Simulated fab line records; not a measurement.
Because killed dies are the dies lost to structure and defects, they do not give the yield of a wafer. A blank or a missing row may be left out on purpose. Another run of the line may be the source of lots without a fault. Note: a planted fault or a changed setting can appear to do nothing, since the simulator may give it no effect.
Split-lot experiment + flow n5_finfet + route with 1938 steps; 7 lots, 21 wafers read

THE SPLIT ITSELF
At N5_HKMG_FIN_ETCH_32 (etches SOC in N2/H2, target depth 240 nm, time 300 s), the setting source_w was moved away from the recipe's 840 W on 7 of the 21 wafers read, by -10.9% to +12.4%. The other wafers ran this setting at the recipe's value.

The reading comes from the split's own step.

THE READING
rf_vpp_V, in V, at N5_HKMG_FIN_ETCH_32 (etches SOC in N2/H2, target depth 240 nm, time 300 s). Typical for fault-free wafers on this fab line: 524.9 V, with standard deviation 2.1 V.

| wafer  | tool, chamber at the split | source_w as run, W | against the recipe | rf_vpp_V, V | against lot-mates on the recipe |
|--------|----------------------------|--------------------|--------------------|-------------|---------------------------------|
| L076.2 | rie_diel-03, 0             | 840                | recipe             | 527.5       | -                               |
| L076.4 | rie_diel-03, 2             | 840                | recipe             | 524.2       | -                               |
| L076.5 | rie_diel-03, 3             | 840                | recipe             | 526.8       | -                               |
| L078.4 | rie_diel-03, 0             | 840                | recipe             | 527.8       | -                               |
| L078.5 | rie_diel-03, 3             | 840                | recipe             | 526.2       | -                               |
| L078.6 | rie_diel-03, 0             | 840                | recipe             | 528.3       | -                               |
| L080.2 | rie_diel-03, 2             | 944.2              | +12.4%             | 503.2       | -24.4                           |
| L080.3 | rie_diel-03, 0             | 840                | recipe             | 527.6       | -                               |
| L080.4 | rie_diel-03, 1             | 944.2              | +12.4%             | 503.1       | -24.5                           |
| L087.1 | rie_diel-01, 0             | 840                | recipe             | 524.9       | -                               |
| L087.2 | rie_diel-01, 3             | 840                | recipe             | 529.2       | -                               |
| L087.5 | rie_diel-01, 2             | 935.7              | +11.4%             | 502.8       | -24.2                           |
| L088.1 | rie_diel-04, 1             | 751.1              | -10.6%             | 544.0       | no lot-mate on the recipe       |
| L088.2 | rie_diel-04, 0             | 751.1              | -10.6%             | 542.2       | no lot-mate on the recipe       |
| L088.4 | rie_diel-04, 2             | 751.1              | -10.6%             | 542.1       | no lot-mate on the recipe       |
| L089.1 | rie_diel-04, 3             | 840                | recipe             | 525.4       | -                               |
| L089.3 | rie_diel-04, 0             | 840                | recipe             | 522.3       | -                               |
| L089.4 | rie_diel-04, 2             | 840                | recipe             | 523.1       | -                               |
| L097.1 | rie_diel-01, 1             | 840                | recipe             | 526.4       | -                               |
| L097.3 | rie_diel-01, 2             | 840                | recipe             | 520.7       | -                               |
| L097.5 | rie_diel-01, 3             | 748.1              | -10.9%             | 547.8       | +24.2                           |

THE FIT
A straight line over all 21 wafers: rf_vpp_V changes by -1.8 V for each +1% of source_w; r = -0.98; the points scatter about the line by 2.3 V.
The same after taking each lot's own level away (the mean of its wafers on the recipe; 18 wafers): -2.07 V for each +1%; r = -0.99; scatter 1.7 V.
Per that fit: largest source_w move, reading shift of 26 V.
Measured against the standard deviation above, the lots' own levels, which go from 523.55 to 527.60 V, span 1.9 times it.
Thus the slope moves with the lot-to-lot level: the two fits are different.
Check: with one of the wafers moved furthest among these (+12.4%) left out of the fit, the line predicts -25.9 V for it against its lot-mates. It came out at -24.4 V against them.
Tool readings at the split's step, against how far the setting was moved: rf_vpp_V r = -0.98.

THE OTHER SPLITS THESE WAFERS WENT THROUGH
Note: prior to the reading, these wafers also went through further splits. Each is held against what the fit with the lots' levels taken away leaves over:
| other split on the same wafers | wafers away from the commonest value | r with rf_vpp_V (lot level and that fit taken away) |
|--------------------------------|--------------------------------------|-----------------------------------------------------|
| N5_WELL_APT_COAT_02 spin_rpm   | 7                                    | -0.17                                               |
| N5_FIN_CUT_EXPOSE_05 dose_mj   | 5                                    | +0.08                                               |
| N5_SD_EPI_N_DESCUM_14 time_s   | 11                                   | -0.19                                               |
| N5_SD_EPI_N_ETCH_35 time_s     | 2                                    | +0.28                                               |
| N5_HKMG_FIN_ETCH_54 source_w   | 5                                    | +0.08                                               |
| N5_HKMG_FIN_ETCH_55 bias_w     | 8                                    | -0.09                                               |

THE WHOLE CHAIN: every reading that the file lists as answering this split, in the file's order
| step                | what it does                                         | reading                                                                    | change (the file's fit)              | r (the file's) |
|---------------------|------------------------------------------------------|----------------------------------------------------------------------------|--------------------------------------|----------------|
| N5_HKMG_FIN_ETCH_32 | etches SOC in N2/H2, target depth 240 nm, time 300 s | rf_vpp_V                                                                   | -2.09 V for each +1% of the setting  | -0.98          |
| N5_HKMG_FIN_ETCH_32 | etches SOC in N2/H2, target depth 240 nm, time 300 s | etch.depth_nm (the simulator's own value, which no gauge read)             | +1.88 nm for each +1% of the setting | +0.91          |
| N5_HKMG_FIN_ETCH_32 | etches SOC in N2/H2, target depth 240 nm, time 300 s | HKMG_FIN.feature_depth_nm (the simulator's own value, which no gauge read) | +1.88 nm for each +1% of the setting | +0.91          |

THE FILE'S OWN FIT
rf_vpp_V changes by -2.09 V for each +1% of source_w, r = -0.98.
